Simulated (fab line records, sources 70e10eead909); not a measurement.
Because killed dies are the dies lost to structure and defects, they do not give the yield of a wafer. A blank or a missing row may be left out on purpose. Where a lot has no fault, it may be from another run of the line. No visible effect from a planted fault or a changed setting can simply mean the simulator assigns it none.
fab line records	flow nand_harc	part 1 of 2: steps 1 to 26 of 35
[record] lots = 5	wafers = 15	last_day = 32
route steps=1302 shown P_M1@298 P_M2@318
lots untouched by any fault: they come from a run of this same line in which no faults occurred
start_h: hours from the record's first day to the start of the lot's first wafer shown	wait_h: time in hours since the lot's previous step	" the same as in the row above	L1.1+2: a single row standing in for several wafers	- either no value or no given start	* or withheld: withheld	< > ~ a bound
route shown NAME@n: a module of which the file shows steps, and the number in the route of the first	usual: the fault-free wafers' mean and standard deviation	same: alike in all rows	chamber/n: place in a boat	sites: per-site readings	_std_site: standard deviation across them	_edge_site: outer sites' mean less inner sites'	radius_mm: how far each site lies from the wafer's centre	mask NAME#n: copy n	behind: tool/chamber where the wafer was last shaped	hold: why the lot was held/for how many hours/how that ended	device: transistor that didn't switch, given as n, p or np	end of line: tests of these same wafers at the route's end	step lacking rows: just its recipe	killed: dies that structure and defects cost at the first sort, which is not the same as the wafer's yield	map: a wafer's dies, x killed, . not, _ none there
set.NAME: the setting as run; set.NAME@STEP: as run at that earlier step	model.NAME: the simulator's own value behind a step, which no gauge read
a table for each step, a row for each wafer; lots at some steps of the route
services: the hour from which a tool's chamber was out of use, counted from the record's first day as start_h (under 0 if before that day), plus the number of hours and why
[[steps]]
[step NHARC_P_M1_DESCUM_14]
[recipe] time_s = 3	o2_flow_sccm = 200	ar_flow_sccm = 0	bias_power_w = 0	chemistry = O2
[usual] drypump_motor_current_A = 5.64/0.3	oes_product_au = 1.002/0.011	rf_vpp_V = 57.6/0.95	showerhead_plenum_p_Torr = 1.90/0.069	throttle_valve_pct = 11.312/0.0089
lot.wafer	tool	chamber	start_h	wait_h	drypump_motor_current_A	oes_product_au	rf_hours_counter_h	rf_vpp_V	showerhead_plenum_p_Torr	throttle_valve_pct
L081.3	rie_diel-10	0	200.65	0.1	5.30	0.995	12	58.8	1.97	11.311
L081.2	"	2	"	"	5.56	1.013	11	57.9	1.89	11.314
L081.6	"	0	"	"	5.31	0.995	-	58.2	1.97	11.315
L084.3	rie_diel-09	1	229.82	0.1	5.58	1.006	5	57.0	1.78	11.308
L084.4	"	2	"	"	6.01	0.983	5	58.1	1.92	11.309
L084.6	"	1	"	"	5.58	1.009	-	57.7	1.78	11.317
L090.1	rie_diel-09	1	288.59	0.1	5.58	1.012	7	58.2	1.78	11.322
L090.2	"	2	"	"	6.02	1.004	8	58.2	1.92	11.313
L090.6	"	2	"	"	6.03	0.999	-	56.5	1.92	11.327
L094.2	rie_diel-09	1	319.88	0.1	5.55	1.001	9	56.4	1.78	11.304
L094.1	"	2	"	"	6.02	0.982	9	56.7	1.92	11.304
L094.4	"	3	"	"	5.87	1.002	10	57.9	1.98	11.317
L093.3	rie_diel-10	2	320.53	0.1	5.56	1.000	5	58.1	1.88	11.311
L093.2	"	3	"	"	5.73	0.990	4	56.3	1.86	11.302
L093.6	"	2	"	"	5.58	0.993	-	57.5	1.88	11.313
[step NHARC_P_M1_ETCH_35]
[recipe] target_depth_a = 400	overetch_a = 120	time_s = 43.94	ion_energy_ev = 200	n2_flow_sccm = 150	h2_flow_sccm = 150	ar_flow_sccm = 0	rf_w = 400	bias_w = 150	chemistry = N2/H2
[usual] drypump_motor_current_A = 5.7/0.3	n2_flow_sccm = 150.0/0.41	oes_product_au = 1.002/0.012	rf_vpp_V = 430.1/2.3	showerhead_plenum_p_Torr = 2.03/0.074	throttle_valve_pct = 14.172/0.0092
lot.wafer	tool	chamber	start_h	wait_h	drypump_motor_current_A	n2_flow_sccm	oes_product_au	rf_hours_counter_h	rf_vpp_V	showerhead_plenum_p_Torr	throttle_valve_pct
L081.3	rie_diel-10	3	200.73	0.1	5.7	150.8	0.998	12	428.4	1.98	14.185
L081.2	"	0	"	"	5.3	150.4	0.997	12	433.4	2.10	14.166
L081.6	"	2	"	"	5.6	149.8	1.014	-	430.1	2.01	14.166
L084.4	rie_diel-09	3	229.91	0.1	5.9	149.8	1.010	5	432.6	2.12	14.182
L084.3	"	1	"	"	5.6	149.8	1.019	5	426.1	1.90	14.173
L084.6	"	0	"	"	5.4	149.8	1.018	-	432.5	2.09	14.177
L090.2	rie_diel-09	0	288.69	0.1	5.4	150.0	1.000	7	431.6	2.08	14.167
L090.1	"	1	"	"	5.6	150.1	1.010	7	427.2	1.90	14.181
L090.6	"	3	"	"	5.9	149.7	1.002	-	433.0	2.12	14.176
L094.2	rie_diel-09	0	319.96	0.1	5.4	149.8	1.008	9	430.2	2.08	14.154
L094.4	"	1	"	"	5.6	150.1	0.999	9	426.9	1.90	14.172
L094.1	"	2	"	"	6.0	150.5	0.987	9	430.9	2.05	14.181
L093.2	rie_diel-10	3	320.62	0.1	5.7	150.5	0.991	4	428.2	1.98	14.183
L093.3	"	1	"	"	5.1	149.5	1.008	6	427.1	1.95	14.170
L093.6	"	3	"	"	5.8	151.0	0.994	-	428.2	1.98	14.166
[step NHARC_P_M1_ETCH_15]
[recipe] target_depth_a = 1825	time_s = 91.2	c4f8_flow_sccm = withheld	ar_flow_sccm = 400	rf_w = 600	bias_w = 300	chemistry = C4F8/Ar
[usual] oes_product_au = 0.958/0.023	rf_vpp_V = 440.4/2.2
lot.wafer	tool	chamber	start_h	wait_h	oes_product_au	rf_hours_counter_h	rf_vpp_V
L081.2	rie_diel-10	3	-	-	0.935	12	439.3
L081.3	"	0	"	"	0.948	12	442.1
L081.6	"	2	"	"	0.962	-	440.5
L084.3	rie_diel-09	2	-	-	0.920	5	441.7
L084.4	"	1	"	"	0.939	5	438.0
L084.6	"	2	"	"	0.935	-	440.6
L090.1	rie_diel-09	2	-	-	0.944	8	441.3
L090.2	"	3	"	"	0.977	8	443.9
L090.6	"	1	"	"	0.967	-	437.8
L094.1	rie_diel-09	2	-	-	0.976	9	443.1
L094.2	"	3	"	"	0.991	10	442.9
L094.4	"	0	"	"	0.964	9	442.4
L093.2	rie_diel-10	1	-	-	0.984	6	438.1
L093.3	"	3	"	"	0.952	4	437.3
L093.6	"	0	"	"	0.975	-	442.0
[step NHARC_P_M1_CD_MEAS_16]
[usual] cd_nm = 130.1/0.77
lot.wafer	tool	chamber	start_h	wait_h	cd_nm
L081.2	cd_sem-01	-	200.95	-	130.9
L081.3	"	-	"	"	130.2
L081.6	"	-	"	"	129.9
L084.3	cd_sem-03	-	230.13	-	130.8
L084.4	"	-	"	"	129.3
L084.6	"	-	"	"	130.2
L090.1	cd_sem-03	-	288.90	-	130.9
L090.2	"	-	"	"	129.6
L090.6	"	-	"	"	128.7
L094.1	cd_sem-02	-	320.17	-	129.3
L094.2	"	-	"	"	129.9
L094.4	"	-	"	"	129.4
L093.2	cd_sem-02	-	320.84	-	130.5
L093.3	"	-	"	"	129.8
L093.6	"	-	"	"	129.1
[step NHARC_P_M1_STRIP_18]
[recipe] power_w = 1000	n2_flow_sccm = 150	h2_flow_sccm = 150	ar_flow_sccm = 0	bias_w = 0	chemistry = N2/H2
[usual] drypump_motor_current_A = 5.6/0.34	n2_flow_sccm = 150.0/0.43	oes_product_au = 1.003/0.012	rf_vpp_V = 90.6/0.95	showerhead_plenum_p_Torr = 2.02/0.069	throttle_valve_pct = 14.171/0.01
lot.wafer	tool	chamber	start_h	wait_h	drypump_motor_current_A	n2_flow_sccm	oes_product_au	rf_hours_counter_h	rf_vpp_V	showerhead_plenum_p_Torr	throttle_valve_pct
L081.2	rie_diel-10	1	201.07	0.1	5.1	149.7	1.027	12	89.7	1.95	14.169
L081.3	"	2	"	"	5.6	149.9	1.012	12	92.1	2.01	14.173
L081.6	"	3	"	"	5.7	149.3	0.996	-	89.4	1.98	14.167
L084.3	rie_diel-10	0	230.23	0.1	5.3	150.1	1.000	14	91.1	2.10	14.171
L084.4	"	2	"	"	5.6	150.8	1.017	14	89.1	2.01	14.160
L084.6	"	3	"	"	5.8	149.3	0.993	-	91.7	1.98	14.176
L090.1	rie_diel-09	3	288.97	0.1	5.9	149.9	1.010	8	91.1	2.12	14.186
L090.2	"	2	"	"	6.0	150.2	0.996	8	91.4	2.05	14.170
L090.6	"	0	"	"	5.4	149.7	1.008	-	90.6	2.08	14.167
L094.1	rie_diel-10	3	320.25	0.1	5.7	150.8	0.993	4	91.2	1.98	14.152
L094.2	"	0	"	"	5.3	149.6	0.990	6	92.0	2.10	14.155
L094.4	"	2	"	"	5.5	149.9	0.996	5	90.2	2.01	14.189
L093.3	rie_diel-10	1	320.94	0.1	5.1	149.4	1.004	6	90.3	1.95	14.150
L093.2	"	3	"	"	5.8	149.2	0.996	4	89.1	1.98	14.163
L093.6	"	0	"	"	5.3	150.0	0.993	-	92.8	2.10	14.162
[step NHARC_P_M1_ETCH_28]
[recipe] target_depth_a = 300	over_etch_frac = 0.3	time_s = 72.99	ion_energy_ev = 150	cf4_flow_sccm = 50	n2_flow_sccm = 100	ar_flow_sccm = 150	rf_w = 300	bias_w = 100	chemistry = CF4/N2
[usual] drypump_motor_current_A = 5.6/0.34	n2_flow_sccm = 100.0/0.32	oes_product_au = 1.003/0.011	rf_vpp_V = 313.6/1.6	showerhead_plenum_p_Torr = 2.59/0.082	throttle_valve_pct = 19.796/0.0087
lot.wafer	tool	chamber	start_h	wait_h	drypump_motor_current_A	n2_flow_sccm	oes_product_au	rf_hours_counter_h	rf_vpp_V	showerhead_plenum_p_Torr	throttle_valve_pct
L081.3	rie_diel-10	0	-	-	5.3	100.4	0.996	12	315.1	2.70	19.798
L081.2	"	1	"	"	5.1	99.6	1.024	12	312.7	2.52	19.805
L081.6	"	0	"	"	5.3	100.2	0.997	-	315.1	2.70	19.785
L084.3	rie_diel-10	2	-	-	5.5	100.4	1.014	14	315.0	2.59	19.801
L084.4	"	0	"	"	5.3	100.6	0.994	14	314.9	2.70	19.804
L084.6	"	2	"	"	5.6	100.3	1.010	-	314.1	2.59	19.790
L090.2	rie_diel-09	0	-	-	5.4	99.7	1.012	7	316.1	2.68	19.798
L090.1	"	3	"	"	5.9	100.0	1.018	8	316.5	2.72	19.798
L090.6	"	0	"	"	5.4	100.1	1.014	-	315.0	2.68	19.791
L094.4	rie_diel-10	1	-	-	5.1	100.0	1.022	6	312.9	2.52	19.790
L094.1	"	2	"	"	5.6	100.8	1.000	5	314.5	2.59	19.797
L094.2	"	0	"	"	5.3	99.9	0.998	6	316.5	2.69	19.801
L093.2	rie_diel-10	1	-	-	5.1	99.5	1.005	6	312.9	2.52	19.804
L093.3	"	2	"	"	5.6	100.2	0.997	5	313.6	2.59	19.781
L093.6	"	0	"	"	5.3	99.8	0.997	-	314.4	2.69	19.807
[step NHARC_P_M1_STRIP_19]
[recipe] time_s = 600	temp_c = 30	chemistry = post_etch_residue_remover
lot.wafer	tool	chamber	start_h	wait_h
L081.3+6+2	wet_bench-08	5,0,1	201.40	-
L084.6+4+3	wet_bench-10	0,1,2	230.59	-
L090.2+1+6	wet_bench-08	7,1,2	289.36	-
L094.4+2+1	wet_bench-08	0,1,3	320.63	-
L093.6+2+3	wet_bench-08	1,2,6	321.29	-
[step NHARC_P_M1_DEGAS_29]
[recipe] temp_c = 250	time_s = 60
[usual] heater_power_w = 337/41
lot.wafer	tool	chamber	start_h	wait_h	heater_power_w
L081.3	pvd_sputter-01	-	201.66	-	388
L081.2	"	-	"	"	315
L081.6	"	-	"	"	347
L084.3	pvd_sputter-03	-	230.84	-	408
L084.4	"	-	"	"	298
L084.6	"	-	"	"	412
L090.1	pvd_sputter-01	-	289.62	-	287
L090.2	"	-	"	"	382
L090.6	"	-	"	"	296
L094.2	pvd_sputter-02	-	320.89	-	332
L094.1	"	-	"	"	336
L094.4	"	-	"	"	312
L093.2	pvd_sputter-03	-	321.57	-	414
L093.3	"	-	"	"	312
L093.6	"	-	"	"	402
[step NHARC_P_M1_PRE_CLEAN_30]
[recipe] time_s = 30	temp_c = 280	gas = H2/He
[usual] heater_power_w = 411/50
lot.wafer	tool	chamber	start_h	wait_h	heater_power_w
L081.3	pvd_sputter-01	-	-	-	469
L081.2	"	-	"	"	398
L081.6	"	-	"	"	369
L084.3	pvd_sputter-03	-	-	-	503
L084.4	"	-	"	"	375
L084.6	"	-	"	"	483
L090.1	pvd_sputter-01	-	-	-	369
L090.2	"	-	"	"	365
L090.6	"	-	"	"	366
L094.2	pvd_sputter-02	-	-	-	391
L094.4	"	-	"	"	420
L094.1	"	-	"	"	352
L093.2	pvd_sputter-03	-	-	-	381
L093.3	"	-	"	"	502
L093.6	"	-	"	"	381
[step NHARC_P_M1_PVD_20]
[recipe] target_thk_a = 50	bias_v = 168.6	power_w = 15000	chamber_pressure_pa = 0.12	time_s = 8.06	substrate_temp_c = 50	material = TaN
[usual] throttle_valve_pct = 29.9/1.2
lot.wafer	tool	chamber	start_h	wait_h	throttle_valve_pct
L081.2	pvd_sputter-01	-	-	-	31.6
L081.3	"	-	"	"	29.6
L081.6	"	-	"	"	29.8
L084.3	pvd_sputter-03	-	-	-	29.3
L084.4	"	-	"	"	29.8
L084.6	"	-	"	"	29.7
L090.2	pvd_sputter-01	-	-	-	32.4
L090.1	"	-	"	"	29.7
L090.6	"	-	"	"	29.1
L094.1	pvd_sputter-02	-	-	-	29.5
L094.2	"	-	"	"	29.7
L094.4	"	-	"	"	28.3
L093.3	pvd_sputter-03	-	-	-	29.7
L093.2	"	-	"	"	28.5
L093.6	"	-	"	"	30.6
[step NHARC_P_M1_PVD_21]
[recipe] target_thk_a = 300	chamber_pressure_pa = 5	power_w = 5000	substrate_temp_c = 30	time_s = 20.49	material = Cu
[usual] throttle_valve_pct = 29.8/1
lot.wafer	tool	chamber	start_h	wait_h	throttle_valve_pct
L081.2	pvd_sputter-01	-	-	-	29.8
L081.3	"	-	"	"	28.8
L081.6	"	-	"	"	31.6
L084.4	pvd_sputter-03	-	-	-	28.8
L084.3	"	-	"	"	30.4
L084.6	"	-	"	"	28.7
L090.1	pvd_sputter-01	-	-	-	28.9
L090.2	"	-	"	"	32.4
L090.6	"	-	"	"	28.9
L094.2	pvd_sputter-02	-	-	-	30.0
L094.4	"	-	"	"	28.4
L094.1	"	-	"	"	31.6
L093.3	pvd_sputter-03	-	-	-	29.6
L093.2	"	-	"	"	29.9
L093.6	"	-	"	"	30.3
[step NHARC_P_M1_ECD_22]
[recipe] target_thk_a = 4000	bath_temp_c = 25	material = Cu
lot.wafer	tool	chamber	start_h	wait_h
L081.2+3+6	ecd_cu-02	0,1,1	202.23	-
L084.4+3+6	ecd_cu-02	1,0,1	231.31	-
L090.1+2+6	ecd_cu-01	1,0,1	289.97	-
L094.2+1+4	ecd_cu-02	1,0,0	321.25	-
L093.2+3+6	ecd_cu-01	0,1,1	321.97	-
[step NHARC_P_M1_ANNEAL_31]
[recipe] temp_c = 225	time_s = 90
[usual] wafer_temp_C_max = 225.86/0.27
lot.wafer	tool	chamber	start_h	wait_h	wafer_temp_C_max
L081.2	rtp_anneal-02	0	202.62	0.3	225.81
L081.3	"	0	"	"	225.98
L081.6	"	0	"	"	225.87
L084.3	rtp_anneal-01	0	231.70	0.3	225.76
L084.4	"	0	"	"	225.62
L084.6	"	0	"	"	225.55
L090.1	rtp_anneal-01	0	290.35	0.3	225.95
L090.2	"	0	"	"	225.41
L090.6	"	0	"	"	225.42
L094.1	rtp_anneal-02	0	321.63	0.3	226.09
L094.2	"	0	"	"	226.10
L094.4	"	0	"	"	226.11
L093.2	rtp_anneal-02	0	322.38	0.4	226.03
L093.3	"	0	"	"	225.73
L093.6	"	0	"	"	225.97
[step NHARC_P_M1_CMP_23]
[recipe] t_overpolish_s = 20	target_thk_nm = 157.82
[usual] motor_current_A = 11.9/0.78	time_to_endpoint_s = 28.5/2.7
lot.wafer	tool	chamber	start_h	wait_h	motor_current_A	time_to_endpoint_s
L081.2	cmp-04	0	202.91	-	12.9	31.7
L081.3	"	1	"	"	10.6	28.1
L081.6	"	1	"	"	10.2	29.6
L084.3	cmp-04	2	231.97	-	11.0	29.8
L084.4	"	0	"	"	12.1	30.4
L084.6	"	1	"	"	10.9	29.1
L090.1	cmp-03	1	290.72	-	12.0	28.2
L090.2	"	3	"	"	11.6	26.2
L090.6	"	1	"	"	11.7	27.2
L094.4	cmp-04	3	321.97	-	13.3	22.7
L094.1	"	0	"	"	12.3	26.3
L094.2	"	1	"	"	11.2	24.9
L093.2	cmp-01	2	322.70	-	11.6	26.1
L093.3	"	3	"	"	12.1	27.7
L093.6	"	2	"	"	12.4	28.7
[step NHARC_P_M1_THK_MEAS_24]
[recipe] thk_meas_gauge = xrf
[usual] thk_nm = 157.8/1.4
lot.wafer	tool	chamber	start_h	wait_h	thk_nm
L081.2	film_metro-02	-	203.22	-	161.3
L081.3	"	-	"	"	157.1
L081.6	"	-	"	"	157.7
L084.3	film_metro-01	-	232.26	-	158.3
L084.4	"	-	"	"	158.7
L084.6	"	-	"	"	156.9
L090.1	film_metro-02	-	291.00	-	156.3
L090.2	"	-	"	"	156.5
L090.6	"	-	"	"	157.2
L094.1	film_metro-02	-	322.29	-	156.7
L094.2	"	-	"	"	156.3
L094.4	"	-	"	"	156.1
L093.2	film_metro-01	-	322.99	-	156.9
L093.3	"	-	"	"	157.8
L093.6	"	-	"	"	156.2
[step NHARC_P_M1_SRD_25]
lot.wafer	tool	chamber	start_h	wait_h
L081.6+2+3	wet_bench-08	3,4,5	203.26	0.0
L084.6+3+4	wet_bench-10	0,1,4	232.29	0.0
L090.2+1+6	wet_bench-10	2,3,4	291.05	0.0
L094.2+4+1	wet_bench-10	3,5,6	322.34	0.0
L093.2+6+3	wet_bench-10	0,4,5	323.03	0.0
[step NHARC_P_M1_INSPECT_27]
[usual] raw_defect_count = 300/98
lot.wafer	tool	chamber	start_h	wait_h	raw_defect_count
L081.2	defect_inspect-01	-	203.38	0.0	201
L081.3	"	-	"	"	284
L081.6	"	-	"	"	142
L084.3	defect_inspect-01	-	232.41	0.0	315
L084.4	"	-	"	"	410
L084.6	"	-	"	"	271
L090.1	defect_inspect-02	-	291.16	0.0	341
L090.2	"	-	"	"	252
L090.6	"	-	"	"	240
L094.1	defect_inspect-02	-	322.44	0.0	300
L094.2	"	-	"	"	316
L094.4	"	-	"	"	312
L093.2	defect_inspect-02	-	323.14	0.0	187
L093.3	"	-	"	"	273
L093.6	"	-	"	"	468
[step NHARC_P_M1_PRE_CLEAN_32]
[recipe] time_s = 12	temp_c = 370	rf_power_w = 300	gas = NH3
[usual] heater_power_w = 633/74
lot.wafer	tool	chamber	start_h	wait_h	heater_power_w
L081.3	pecvd-03	1	203.46	0.1	662
L081.2	"	2	"	"	580
L081.6	"	1	"	"	677
L084.3	pecvd-03	0	232.50	0.1	597
L084.6	"	1	"	"	637
L084.4	"	2	"	"	611
L090.1	pecvd-01	0	291.23	0.1	733
L090.2	"	2	"	"	623
L090.6	"	0	"	"	717
L094.2	pecvd-03	0	322.51	0.1	567
L094.1	"	1	"	"	652
L094.4	"	2	"	"	495
L093.2	pecvd-03	2	323.26	0.1	594
L093.3	"	0	"	"	581
L093.6	"	1	"	"	617
[step NHARC_P_M1_DEP_33]
[recipe] target_thk_a = 300	temp_c = 370	target_thk_nm = 30	pressure_torr = 3	flow_sccm = 200	rf_w = 450	material = SiCN
[usual] heater_power_w = 582/73	showerhead_vpp_V = 1312/80
lot.wafer	tool	chamber	start_h	wait_h	heater_power_w	showerhead_vpp_V
L081.3	pecvd-03	1	203.57	0.1	557	1335
L081.2	"	2	"	"	490	1222
L081.6	"	1	"	"	573	1304
L084.3	pecvd-03	0	232.64	0.1	496	1360
L084.6	"	1	"	"	598	1292
L084.4	"	2	"	"	508	1202
L090.1	pecvd-01	0	291.31	0.1	680	1226
L090.2	"	2	"	"	515	1211
L090.6	"	0	"	"	716	1223
L094.2	pecvd-03	0	322.59	0.1	512	1353
L094.1	"	1	"	"	588	1303
L094.4	"	2	"	"	547	1212
L093.2	pecvd-03	2	323.33	0.1	537	1232
L093.3	"	0	"	"	522	1366
L093.6	"	1	"	"	647	1329
[step NHARC_P_M2_DEP_00]
[recipe] target_thk_a = 1825	target_thk_nm = 182.5	temp_c = withheld	pressure_torr = 5	flow_sccm = 200	rf_w = 600	material = SiOC
[usual] showerhead_vpp_V = 1515/95
lot.wafer	tool	chamber	start_h	wait_h	showerhead_vpp_V
L081.3	pecvd-03	1	-	-	1515
L081.2	"	2	"	"	1422
L081.6	"	0	"	"	1591
L084.3	pecvd-01	0	233.01	-	1402
L084.4	"	0	"	"	1418
L084.6	"	1	"	"	1614
L090.2	pecvd-03	1	291.72	-	1503
L090.1	"	0	"	"	1558
L090.6	"	2	"	"	1404
L094.2	pecvd-03	2	-	-	1384
L094.1	"	1	"	"	1557
L094.4	"	2	"	"	1414
L093.2	pecvd-04	2	323.75	-	1551
L093.3	"	0	"	"	1655
L093.6	"	1	"	"	1565
[step NHARC_P_M2_DEHYDRATE_01]
[recipe] temp_c = 150	time_s = 120
lot.wafer	tool	chamber	start_h	wait_h
L081.2+3+6	litho_track-06	0	204.33	-
L084.3+4+6	litho_track-06	0	233.37	-
L090.1+2+6	litho_track-01	0	292.12	-
L094.1+2+4	litho_track-06	0	323.39	-
L093.2+3+6	litho_track-06	0	324.16	-
[step NHARC_P_M2_HMDS_02]
[recipe] time_s = 30
lot.wafer	tool	chamber	start_h	wait_h
L081.2+3+6	litho_track-06	0	-	-
L084.3+4+6	litho_track-06	0	-	-
L090.1+2+6	litho_track-01	0	-	-
L094.1+2+4	litho_track-06	0	-	-
L093.2+3+6	litho_track-06	0	-	-
[step NHARC_P_M2_COAT_34]
[recipe] temp_c = 200	time_s = 65
lot.wafer	tool	chamber	start_h	wait_h
L081.2+3+6	litho_track-06	0	-	-
L084.3+4+6	litho_track-06	0	-	-
L090.1+2+6	litho_track-01	0	-	-
L094.1+2+4	litho_track-06	0	-	-
L093.2+3+6	litho_track-06	0	-	-
[step NHARC_P_M2_COAT_03]
[recipe] spin_rpm = 1500	resist_thk_nm = 90
lot.wafer	tool	chamber	start_h	wait_h
L081.2+3+6	litho_track-06	0	-	-
L084.3+4+6	litho_track-06	0	-	-
L090.1+2+6	litho_track-01	0	-	-
L094.1+2+4	litho_track-06	0	-	-
L093.2+3+6	litho_track-06	0	-	-
[step NHARC_P_M2_SOFTBAKE_04]
[recipe] temp_c = 105	time_s = 55
lot.wafer	tool	chamber	start_h	wait_h
L081.2+3+6	litho_track-06	0	-	-
L084.3+4+6	litho_track-06	0	-	-
L090.1+2+6	litho_track-01	0	-	-
L094.1+2+4	litho_track-06	0	-	-
L093.2+3+6	litho_track-06	0	-	-
[step NHARC_P_M2_EBR_05]
lot.wafer	tool	chamber	start_h	wait_h
L081.2+3+6	litho_track-06	0	-	-
L084.3+4+6	litho_track-06	0	-	-
L090.1+2+6	litho_track-01	0	-	-
L094.1+2+4	litho_track-06	0	-	-
L093.2+3+6	litho_track-06	0	-	-
